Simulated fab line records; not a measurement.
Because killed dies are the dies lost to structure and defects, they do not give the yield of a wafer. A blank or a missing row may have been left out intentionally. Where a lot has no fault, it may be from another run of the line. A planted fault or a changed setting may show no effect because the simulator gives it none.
Matching of chambers || flow nandHarc || 4 sister chambers for NHARC_A_BLC_DESCUM_15 on rieDiel-13
The step chemistry O2, time 3 s. 4 wafers are shown with their chamber, then 8 later ones without.

## WAFERS PAIRED WITH THEIR CHAMBERS
{"wafer": "L592.1", "chamber": 2, "showerheadPlenumPTorr (Torr)": 1.96}
{"wafer": "L595.3", "chamber": 0, "showerheadPlenumPTorr (Torr)": 1.85}
{"wafer": "L595.4", "chamber": 3, "showerheadPlenumPTorr (Torr)": 1.86}
{"wafer": "L598.1", "chamber": 1, "showerheadPlenumPTorr (Torr)": 1.85}

## WAFERS WITH NO CHAMBER GIVEN
{"wafer": "L598.2", "showerheadPlenumPTorr (Torr)": 1.96}
{"wafer": "L598.6", "showerheadPlenumPTorr (Torr)": 1.96}
{"wafer": "L601.1", "showerheadPlenumPTorr (Torr)": 1.86}
{"wafer": "L601.2", "showerheadPlenumPTorr (Torr)": 1.85}
{"wafer": "L601.3", "showerheadPlenumPTorr (Torr)": 1.84}
{"wafer": "L602.1", "showerheadPlenumPTorr (Torr)": 1.84}
{"wafer": "L602.5", "showerheadPlenumPTorr (Torr)": 1.84}
{"wafer": "L602.6", "showerheadPlenumPTorr (Torr)": 1.96}

## THE CHAMBER EACH PASSED THROUGH
{"wafer": "L598.2", "from the rows above": 2, "in truth": 2}
{"wafer": "L598.6", "from the rows above": 2, "in truth": 2}
{"wafer": "L601.1", "from the rows above": "can't be placed: 3 or 0 or 1", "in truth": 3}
{"wafer": "L601.2", "from the rows above": "can't be placed: 0 or 1 or 3", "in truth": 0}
{"wafer": "L601.3", "from the rows above": "can't be placed: 0 or 1 or 3", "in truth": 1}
{"wafer": "L602.1", "from the rows above": "can't be placed: 0 or 1 or 3", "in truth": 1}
{"wafer": "L602.5", "from the rows above": "can't be placed: 0 or 1 or 3", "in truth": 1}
{"wafer": "L602.6", "from the rows above": 2, "in truth": 2}
Correctly placed: 3 of 8. Unplaceable from these rows: 5, with the true chamber sitting among the candidates in 5. Wrongly placed: 0.
How it was worked out, from the rows above alone: a wafer's distance from a chamber is the root of the sum, over the readings, of the square of ((its reading less the chamber's mean) divided by the reading's scatter). The wafer belongs to the nearest chamber; if the next one is less than 2 further off, it can't be placed. For every chamber, the mean is computed from those of its wafers that are shown. The scatter: with one shown wafer a chamber, the root of the mean of the squares of how far each hidden wafer lies from its nearest shown one.
